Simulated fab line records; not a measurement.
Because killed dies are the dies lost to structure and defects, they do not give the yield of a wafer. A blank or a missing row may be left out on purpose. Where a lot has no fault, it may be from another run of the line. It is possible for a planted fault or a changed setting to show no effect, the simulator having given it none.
Which tool was responsible? | flow n5Finfet | 72 wafers from 24 lots sampled at 6 of the route's 1938 steps

WHAT EACH GAUGE READ, for each wafer
N5_BEOL_M9_CD_MEAS_28: the cd target is 70 nm.
lot  | measured     | on       | cdNm (nm)
L074 | day 10 01:35 | cdSem-03 | 70.18 69.94 69.69
L075 | day 10 08:04 | cdSem-03 | 69.89 70.42 70.11
L076 | day 10 16:04 | cdSem-02 | 70.13 69.95 70.21
L078 | day 10 16:28 | cdSem-01 | 70.10 70.32 70.39
L077 | day 10 19:59 | cdSem-02 | 70.47 70.45 70.15
L079 | day 11 09:11 | cdSem-01 | 69.54 69.99 69.52
L080 | day 11 21:28 | cdSem-03 | 70.55 70.16 70.16
L082 | day 11 21:18 | cdSem-02 | 70.19 70.06 70.26
L081 | day 12 01:27 | cdSem-01 | 70.24 70.27 70.17
L083 | day 12 01:37 | cdSem-02 | 69.95 70.14 70.11
L084 | day 12 01:47 | cdSem-02 | 69.72 70.12 69.57
L085 | day 12 20:14 | cdSem-01 | 70.02 70.11 70.30
L086 | day 13 05:56 | cdSem-01 | 69.94 69.38 69.73
L089 | day 13 13:20 | cdSem-01 | 69.76 69.73 69.80
L088 | day 14 00:25 | cdSem-02 | 70.09 69.56 69.98
L087 | day 14 04:28 | cdSem-01 | 69.90 70.07 70.10
L090 | day 14 07:43 | cdSem-01 | 70.19 70.51 69.82
L092 | day 14 16:11 | cdSem-02 | 69.77 69.75 69.97
L094 | day 15 00:35 | cdSem-03 | 69.82 69.47 69.95
L093 | day 15 02:09 | cdSem-01 | 69.95 69.64 69.87
L091 | day 15 07:00 | cdSem-03 | 69.63 69.48 69.87
L095 | day 15 07:10 | cdSem-02 | 69.90 70.50 69.72
L096 | day 15 13:52 | cdSem-02 | 69.96 69.96 69.98
L097 | day 15 20:28 | cdSem-01 | 70.27 70.58 70.20

N5_BEOL_M9_CD_MEAS_35: target cd 70 nm, target cd y 40 nm.
lot  | measured     | on       | cdNm (nm)
L074 | day 10 02:20 | cdSem-02 | 69.3 69.9 69.6
L075 | day 10 08:47 | cdSem-02 | 71.3 71.0 70.6
L076 | day 10 16:51 | cdSem-01 | 69.9 70.2 70.4
L078 | day 10 17:17 | cdSem-01 | 69.0 68.4 68.1
L077 | day 10 20:43 | cdSem-01 | 70.6 70.5 70.2
L079 | day 11 10:13 | cdSem-01 | 69.3 69.9 69.2
L080 | day 11 22:27 | cdSem-03 | 71.1 70.5 69.7
L082 | day 11 22:02 | cdSem-03 | 70.5 70.6 70.5
L081 | day 12 02:11 | cdSem-01 | 69.7 70.5 70.6
L083 | day 12 02:22 | cdSem-03 | 70.2 69.6 70.1
L084 | day 12 02:56 | cdSem-03 | 69.8 70.2 69.3
L085 | day 12 20:58 | cdSem-02 | 69.9 69.5 69.4
L086 | day 13 06:47 | cdSem-03 | 70.3 70.3 70.7
L089 | day 13 14:04 | cdSem-02 | 70.1 69.8 70.2
L088 | day 14 01:10 | cdSem-03 | 69.4 69.3 70.1
L087 | day 14 05:13 | cdSem-01 | 68.2 69.0 69.6
L090 | day 14 08:26 | cdSem-02 | 70.6 70.3 70.0
L092 | day 14 16:56 | cdSem-03 | 69.6 69.9 71.0
L094 | day 15 01:29 | cdSem-03 | 69.9 69.9 68.5
L093 | day 15 02:53 | cdSem-02 | 70.6 69.8 70.9
L091 | day 15 07:44 | cdSem-01 | 69.2 69.2 69.6
L095 | day 15 07:54 | cdSem-01 | 71.4 71.1 70.7
L096 | day 15 14:37 | cdSem-02 | 70.1 69.8 70.3
L097 | day 15 21:11 | cdSem-01 | 71.4 70.5 69.6

N5_BEOL_M9_THK_MEAS_53: measures by xrf.
lot  | measured     | on           | M9_THK (nm)
L074 | day 10 04:49 | filmMetro-01 | 132.4 133.5 133.6
L075 | day 10 12:17 | filmMetro-01 | 135.1 133.9 133.3
L076 | day 10 19:02 | filmMetro-02 | 135.6 136.5 138.5
L078 | day 10 19:54 | filmMetro-02 | 139.6 139.0 138.2
L077 | day 10 22:45 | filmMetro-01 | 142.0 139.8 136.3
L079 | day 11 12:29 | filmMetro-01 | 137.1 140.4 137.4
L080 | day 12 01:24 | filmMetro-02 | 140.4 137.3 138.7
L082 | day 12 00:35 | filmMetro-02 | 139.5 142.5 142.2
L081 | day 12 04:59 | filmMetro-02 | 138.1 143.1 143.2
L083 | day 12 05:35 | filmMetro-02 | 138.9 137.9 137.8
L084 | day 12 05:52 | filmMetro-01 | 134.3 138.0 134.8
L085 | day 12 23:24 | filmMetro-02 | 136.9 134.5 135.5
L086 | day 13 09:03 | filmMetro-01 | 136.7 137.0 132.7
L089 | day 13 17:40 | filmMetro-02 | 138.3 137.5 137.3
L088 | day 14 03:56 | filmMetro-01 | 135.8 130.3 136.3
L087 | day 14 09:26 | filmMetro-02 | 134.4 136.4 139.5
L090 | day 14 10:38 | filmMetro-02 | 134.4 135.6 133.5
L092 | day 14 21:04 | filmMetro-02 | 133.2 137.3 134.2
L094 | day 15 04:02 | filmMetro-01 | 134.5 135.2 134.6
L093 | day 15 05:26 | filmMetro-01 | 134.8 136.4 137.9
L091 | day 15 10:05 | filmMetro-01 | 136.8 140.9 137.5
L095 | day 15 10:16 | filmMetro-02 | 135.5 137.7 138.8
L096 | day 15 17:12 | filmMetro-01 | 138.5 138.6 137.0
L097 | day 16 00:37 | filmMetro-01 | 135.4 140.9 136.0

TOOL THAT RAN EACH LOT (tool first, then ch and the chambers of the sampled wafers, then the start)
lot  | N5_BEOL_M9_ETCH_62                | N5_BEOL_M9_VIA_ETCH_34            | N5_BEOL_M9_DEGAS_44
L074 | rieDiel-06 ch 0,1,2, day 9 23:29  | rieDiel-06 ch 1,2,3, day 10 01:53 | pvdSputter-03, day 10 03:08
L075 | rieDiel-01 ch 0,2,3, day 10 05:31 | rieDiel-01 ch 1,3, day 10 08:22   | pvdSputter-03, day 10 09:13
L076 | rieDiel-01 ch 0,1, day 10 13:02   | rieDiel-06 ch 0,1,3, day 10 16:25 | pvdSputter-01, day 10 17:19
L078 | rieDiel-06 ch 0,1,2, day 10 15:46 | rieDiel-06 ch 0,2,3, day 10 16:51 | pvdSputter-01, day 10 18:03
L077 | rieDiel-05 ch 0,1,2, day 10 17:27 | rieDiel-05 ch 0,1,3, day 10 20:17 | pvdSputter-01, day 10 21:19
L079 | rieDiel-05 ch 1,2,3, day 11 08:16 | rieDiel-06 ch 2,3, day 11 09:47   | pvdSputter-03, day 11 10:37
L080 | rieDiel-05 ch 1,3, day 11 18:07   | rieDiel-06 ch 0,2,3, day 11 22:01 | pvdSputter-03, day 11 22:56
L082 | rieDiel-06 ch 0,1, day 11 19:36   | rieDiel-05 ch 0,2, day 11 21:37   | pvdSputter-02, day 11 22:48
L081 | rieDiel-05 ch 0,2,3, day 11 22:29 | rieDiel-05 ch 0,2,3, day 12 01:45 | pvdSputter-01, day 12 03:05
L083 | rieDiel-05 ch 1,2,3, day 11 22:45 | rieDiel-06 ch 0,3, day 12 01:55   | pvdSputter-03, day 12 03:23
L084 | rieDiel-05 ch 1,3, day 11 23:14   | rieDiel-06 ch 0,2,3, day 12 02:29 | pvdSputter-01, day 12 03:33
L085 | rieDiel-05 ch 1,3, day 12 19:29   | rieDiel-05 ch 1,2,3, day 12 20:32 | pvdSputter-02, day 12 21:34
L086 | rieDiel-01 ch 0,1,2, day 13 03:47 | rieDiel-05 ch 1,2, day 13 06:22   | pvdSputter-03, day 13 07:20
L089 | rieDiel-05 ch 0,1, day 13 11:34   | rieDiel-06 ch 0,3, day 13 13:38   | pvdSputter-03, day 13 14:28
L088 | rieDiel-06 ch 0,2,3, day 13 22:36 | rieDiel-06 ch 0,1,3, day 14 00:44 | pvdSputter-03, day 14 02:19
L087 | rieDiel-06 ch 2,3, day 14 03:39   | rieDiel-06 ch 2,3, day 14 04:46   | pvdSputter-01, day 14 07:59
L090 | rieDiel-06 ch 0,1,2, day 14 06:00 | rieDiel-01 ch 1,3, day 14 08:01   | pvdSputter-02, day 14 08:50
L092 | rieDiel-01 ch 0,2,3, day 14 15:06 | rieDiel-01 ch 0,2, day 14 16:30   | pvdSputter-03, day 14 19:29
L094 | rieDiel-01 ch 0,2, day 14 23:41   | rieDiel-06 ch 2,3, day 15 01:04   | pvdSputter-02, day 15 01:58
L093 | rieDiel-06 ch 0,2,3, day 15 01:23 | rieDiel-05 ch 1,2,3, day 15 02:28 | pvdSputter-01, day 15 03:16
L091 | rieDiel-01 ch 0,2,3, day 15 03:44 | rieDiel-05 ch 0,1,3, day 15 07:18 | pvdSputter-02, day 15 08:26
L095 | rieDiel-05 ch 0,3, day 15 04:17   | rieDiel-06 ch 2,3, day 15 07:28   | pvdSputter-02, day 15 08:31
L096 | rieDiel-05 ch 0,2, day 15 12:55   | rieDiel-01 ch 0,2, day 15 14:10   | pvdSputter-02, day 15 14:59
L097 | rieDiel-01 ch 0,2,3, day 15 19:35 | rieDiel-05 ch 0,1,2, day 15 20:46 | pvdSputter-03, day 15 23:06
- N5_BEOL_M9_ETCH_62: etches SOC in N2/H2, target depth 110 nm, overetch 22 nm, time 165 s.
- N5_BEOL_M9_VIA_ETCH_34: etches SiCOH lowk in C4F6/O2, target depth 182.4 nm, time 68.4 s.
- N5_BEOL_M9_DEGAS_44: time 60 s.

WHAT THE TOOLS THEMSELVES READ (means of the sampled wafers that have a number; where no wafer has one, the mark that the record gives instead)
N5_BEOL_M9_ETCH_62.
lot  | tool       | biasW (W) | drypumpMotorCurrentA (A) | oesProductAu (a.u.) | rfFwdPowerW (W) | rfVppV (V) | showerheadPlenumPTorr (Torr) | throttleValvePct (%)
L074 | rieDiel-06 | 150.2     | 5.9                      | 0.62                | 838.1           | 525.3      | 2.61                         | 17.99
L075 | rieDiel-01 | 150.1     | 5.6                      | 0.67                | 838.6           | 523.4      | 2.51                         | 17.87
L076 | rieDiel-01 | 149.9     | 5.7                      | 0.65                | 838.6           | 523.1      | 2.51                         | 17.93
L078 | rieDiel-06 | 149.5     | 5.9                      | 0.62                | 839.1           | 525.8      | 2.61                         | 17.98
L077 | rieDiel-05 | 149.9     | 5.8                      | 0.62                | 837.2           | 522.1      | 2.51                         | 18.13
L079 | rieDiel-05 | 149.5     | 5.4                      | 0.61                | 835.8           | 522.9      | 2.53                         | 18.11
L080 | rieDiel-05 | 150.1     | 5.0                      | 0.60                | 840.0           | 523.3      | 2.53                         | 18.17
L082 | rieDiel-06 | 150.1     | 5.7                      | 0.61                | 837.4           | 524.6      | 2.57                         | 18.01
L081 | rieDiel-05 | 150.1     | 5.6                      | 0.63                | 836.5           | 522.9      | 2.50                         | 17.98
L083 | rieDiel-05 | 150.2     | 5.4                      | 0.61                | 838.4           | 522.8      | 2.53                         | 18.12
L084 | rieDiel-05 | 149.9     | 4.9                      | 0.60                | 836.1           | 523.5      | 2.52                         | 18.01
L085 | rieDiel-05 | 150.0     | 4.9                      | 0.60                | 836.0           | 523.5      | 2.51                         | 18.02
L086 | rieDiel-01 | 150.1     | 5.9                      | 0.65                | 836.6           | 521.4      | 2.47                         | 17.99
L089 | rieDiel-05 | 150.0     | 5.4                      | 0.60                | 834.2           | 523.1      | 2.50                         | 18.21
L088 | rieDiel-06 | 150.4     | 6.0                      | 0.69                | 836.5           | 523.7      | 2.55                         | 17.78
L087 | rieDiel-06 | 150.4     | 6.1                      | 0.74                | 836.9           | 524.5      | 2.54                         | 17.85
L090 | rieDiel-06 | 150.1     | 5.9                      | 0.68                | 838.0           | 525.7      | 2.59                         | 17.90
L092 | rieDiel-01 | 150.0     | 5.6                      | 0.64                | 839.4           | 522.7      | 2.50                         | 17.91
L094 | rieDiel-01 | 150.0     | 5.5                      | 0.66                | 834.9           | 524.1      | 2.52                         | 17.90
L093 | rieDiel-06 | 150.2     | 6.0                      | 0.67                | 836.9           | 523.5      | 2.54                         | 17.79
L091 | rieDiel-01 | 150.2     | 5.7                      | 0.64                | 836.8           | 522.6      | 2.49                         | 17.93
L095 | rieDiel-05 | 150.1     | 5.1                      | 0.61                | 838.4           | 523.0      | 2.48                         | 17.91
L096 | rieDiel-05 | 150.0     | 6.1                      | 0.61                | 837.2           | 523.0      | 2.50                         | 18.14
L097 | rieDiel-01 | 149.7     | 5.6                      | 0.64                | 838.3           | 522.7      | 2.49                         | 17.93

N5_BEOL_M9_VIA_ETCH_34.
lot  | tool       | biasW (W) | drypumpMotorCurrentA (A) | oesProductAu (a.u.) | rfFwdPowerW (W) | rfVppV (V) | showerheadPlenumPTorr (Torr) | throttleValvePct (%)
L074 | rieDiel-06 | 185.4     | 5.8                      | 0.70                | 341.6           | 658        | 2.82                         | 21.15
L075 | rieDiel-01 | 185.3     | 5.9                      | 0.72                | 343.4           | 663        | 2.78                         | 21.04
L076 | rieDiel-06 | 185.3     | 5.8                      | 0.73                | 341.4           | 654        | 2.84                         | 20.98
L078 | rieDiel-06 | 184.9     | 6.0                      | 0.73                | 343.1           | 659        | 2.87                         | 20.98
L077 | rieDiel-05 | 185.1     | 5.3                      | 0.74                | 343.0           | 663        | 2.80                         | 21.07
L079 | rieDiel-06 | 185.0     | 6.0                      | 0.70                | 341.2           | 660        | 2.85                         | 21.17
L080 | rieDiel-06 | 184.9     | 6.0                      | 0.72                | 343.1           | 659        | 2.87                         | 21.00
L082 | rieDiel-05 | 184.4     | 6.0                      | 0.76                | 343.0           | 656        | 2.79                         | 21.09
L081 | rieDiel-05 | 185.4     | 5.6                      | 0.75                | 342.8           | 664        | 2.81                         | 21.09
L083 | rieDiel-06 | 185.3     | 5.8                      | 0.73                | 341.6           | 655        | 2.80                         | 20.95
L084 | rieDiel-06 | 184.4     | 6.0                      | 0.72                | 342.2           | 658        | 2.87                         | 21.00
L085 | rieDiel-05 | 184.8     | 5.4                      | 0.70                | 342.3           | 675        | 2.84                         | 21.24
L086 | rieDiel-05 | 185.0     | 6.0                      | 0.71                | 344.2           | 678        | 2.85                         | 21.39
L089 | rieDiel-06 | 184.9     | 6.0                      | 0.74                | 341.8           | 657        | 2.88                         | 20.83
L088 | rieDiel-06 | 184.6     | 5.8                      | 0.71                | 342.2           | 654        | 2.83                         | 21.03
L087 | rieDiel-06 | 185.1     | 5.8                      | 0.78                | 342.4           | 656        | 2.78                         | 21.03
L090 | rieDiel-01 | 184.5     | 6.0                      | 0.70                | 342.9           | 662        | 2.76                         | 21.08
L092 | rieDiel-01 | 185.0     | 5.5                      | 0.78                | 342.6           | 647        | 2.82                         | 20.93
L094 | rieDiel-06 | 185.5     | 5.9                      | 0.76                | 341.0           | 656        | 2.77                         | 21.05
L093 | rieDiel-05 | 185.2     | 5.4                      | 0.69                | 342.0           | 675        | 2.83                         | 21.27
L091 | rieDiel-05 | 185.5     | 5.2                      | 0.71                | 341.4           | 662        | 2.79                         | 21.12
L095 | rieDiel-06 | 184.5     | 6.1                      | 0.84                | 341.8           | 660        | 2.84                         | 20.96
L096 | rieDiel-01 | 185.3     | 5.5                      | 0.78                | 343.2           | 647        | 2.81                         | 20.93
L097 | rieDiel-05 | 184.9     | 5.8                      | 0.70                | 342.4           | 668        | 2.80                         | 21.26

N5_BEOL_M9_DEGAS_44.
lot  | tool          | heaterPowerW (W)
L074 | pvdSputter-03 | 319
L075 | pvdSputter-03 | 336
L076 | pvdSputter-01 | 336
L078 | pvdSputter-01 | 341
L077 | pvdSputter-01 | 326
L079 | pvdSputter-03 | 328
L080 | pvdSputter-03 | 311
L082 | pvdSputter-02 | 368
L081 | pvdSputter-01 | 342
L083 | pvdSputter-03 | 325
L084 | pvdSputter-01 | 324
L085 | pvdSputter-02 | 391
L086 | pvdSputter-03 | 344
L089 | pvdSputter-03 | 326
L088 | pvdSputter-03 | 320
L087 | pvdSputter-01 | 361
L090 | pvdSputter-02 | 293
L092 | pvdSputter-03 | 327
L094 | pvdSputter-02 | 399
L093 | pvdSputter-01 | 306
L091 | pvdSputter-02 | 338
L095 | pvdSputter-02 | 340
L096 | pvdSputter-02 | 326
L097 | pvdSputter-03 | 345

THE ANSWER, worked out from the rows above alone
Rule: usual is defined by the lots themselves. The widest of any qualifying gaps counts: lots, ordered by their means at a reading, are off when they make up no more than a third of the lots, leave a main group of 4 or more, and stand apart from it by 3 or more times the standard deviation of that group's means. A main group is skipped when, at the precision printed for the reading in the tables above, its means are all equal. Also off: a lot with no number at a reading for which 4 or more lots have one. All remaining lots with rows at the step are treated as sound. The gauges are gone through in route order, then the tools' own readings, and for those a lot's mean is taken as printed above. At the first step where some lot is off, the reading lying furthest off is the one used; lots without a number count as furthest.
No lot is off at any reading shown: from this, nothing can be told.

WHAT HAD BEEN PUT IN BY THE SIMULATOR
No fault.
